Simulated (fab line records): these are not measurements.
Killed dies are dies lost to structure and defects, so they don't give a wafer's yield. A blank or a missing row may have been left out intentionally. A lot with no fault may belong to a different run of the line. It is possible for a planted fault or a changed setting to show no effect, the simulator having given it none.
Lot-split experiment -- flow n5Finfet -- 39 wafers read from 7 lots, route of 1938 steps

== ABOUT THE SPLIT ==
At N5_GATE_CUT_ETCH_56 (etches TiN in Cl2/Ar, target depth 21.6 nm), the setting biasW was moved away from the recipe's 60 W on 15 of the 39 wafers read, by -17.5% to +17.4%. This setting was run at the recipe's value on the other wafers.

The split's own step is where the reading is taken.

== THE READING ==
etch.depthNm (the simulator's own value, which no gauge read), in nm, at N5_GATE_CUT_ETCH_56 (etches TiN in Cl2/Ar, target depth 21.6 nm). The file does not state a usual value for it. Average 21.87 nm, standard deviation 0.42 nm, over the 24 wafers here run with the recipe.

wafer,"tool, chamber at the split","biasW as run, W",against the recipe,"etch.depthNm, nm",against lot-mates on the recipe
L076.1,"rieMetal-03, 0",60,recipe,21.98,-
L076.2,"rieMetal-03, 1",65.09,+8.5%,22.88,+0.90
L076.3,"rieMetal-03, 0",65.09,+8.5%,22.66,+0.68
L076.4,"rieMetal-03, 1",65.09,+8.5%,22.84,+0.86
L076.5,"rieMetal-03, 0",60,recipe,21.95,-
L076.6,"rieMetal-03, 1",60,recipe,22,-
L079.1,"rieMetal-01, 1",70.42,+17.4%,23.48,+1.52
L079.2,"rieMetal-01, 1",60,recipe,21.85,-
L079.3,"rieMetal-01, 1",70.42,+17.4%,23.45,+1.49
L079.4,"rieMetal-01, 1",60,recipe,21.98,-
L079.5,"rieMetal-01, 1",70.42,+17.4%,23.47,+1.51
L079.6,"rieMetal-01, 1",60,recipe,22.06,-
L080.1,"rieMetal-01, 1",60,recipe,22.25,-
L080.2,"rieMetal-01, 1",60,recipe,22.1,-
L080.3,"rieMetal-01, 1",60,recipe,22.27,-
L080.4,"rieMetal-01, 1",60,recipe,22.31,-
L080.5,"rieMetal-01, 1",60,recipe,21.98,-
L080.6,"rieMetal-01, 1",60,recipe,22.13,-
L081.1,"rieMetal-03, 1",60,recipe,22.34,-
L081.2,"rieMetal-03, 0",60,recipe,21.87,-
L081.3,"rieMetal-03, 1",49.47,-17.5%,20.59,-1.58
L081.4,"rieMetal-03, 0",49.47,-17.5%,20.31,-1.86
L081.5,"rieMetal-03, 1",60,recipe,22.31,-
L081.6,"rieMetal-03, 0",49.47,-17.5%,20.38,-1.79
L083.1,"rieMetal-02, 0",55.5,-7.5%,21.12,-0.44
L083.2,"rieMetal-02, 1",55.5,-7.5%,20.42,-1.14
L083.3,"rieMetal-02, 1",60,recipe,21.39,-
L083.4,"rieMetal-02, 0",60,recipe,21.95,-
L083.5,"rieMetal-02, 1",60,recipe,21.35,-
L083.6,"rieMetal-02, 0",55.5,-7.5%,21.17,-0.39
L085.3,"rieMetal-01, 0",60,recipe,22.04,-
L085.5,"rieMetal-01, 0",60,recipe,21.94,-
L085.6,"rieMetal-01, 1",60,recipe,22.02,-
L087.1,"rieMetal-02, 1",60,recipe,21,-
L087.2,"rieMetal-02, 0",56.57,-5.7%,21.03,+0.07
L087.3,"rieMetal-02, 0",56.57,-5.7%,21.04,+0.08
L087.4,"rieMetal-02, 1",60,recipe,20.99,-
L087.5,"rieMetal-02, 1",60,recipe,20.9,-
L087.6,"rieMetal-02, 0",56.57,-5.7%,21.01,+0.05

FIT RESULTS
A straight line over all 39 wafers: etch.depthNm changes by +0.0946 nm for each +1% of biasW; r = +0.89; the points scatter about the line by 0.38 nm.
The same after taking each lot's own level away (the mean of its wafers on the recipe; 39 wafers): +0.0888 nm for each +1%; r = +0.95; scatter 0.23 nm.
That fit puts the effect of the largest move of biasW on the reading at 1.6 nm.
From 20.963 to 22.173 nm: that is the span of the lots' own levels, equal to 2.9 times the standard deviation above.
So the lot-to-lot level changes the slope little: the two slopes agree.
Check: -1.52 nm against its lot-mates is what the line predicts for one of the wafers moved furthest among these (-17.5%) when that wafer is left out of the fit. It came out at -1.58 nm against them.

== THESE WAFERS: OTHER SPLITS ==
These wafers also went through other splits before the reading. Each is held against what the fit with the lots' levels taken away leaves over:
other split on the same wafers,wafers away from the commonest value,r with etch.depthNm (lot level and that fit taken away)
N5_FIN_SAQP_MANDREL_ETCH_22 targetDepthA,9,-0.27
N5_HKMG_FIN_ETCH_35 sourceW,12,-0.04
N5_HKMG_FIN_ETCH_67 targetDepthA,15,-0.07

== THE FILE'S OWN FIT ==
etch.depthNm changes by +0.0886 nm for each +1% of biasW, r = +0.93.
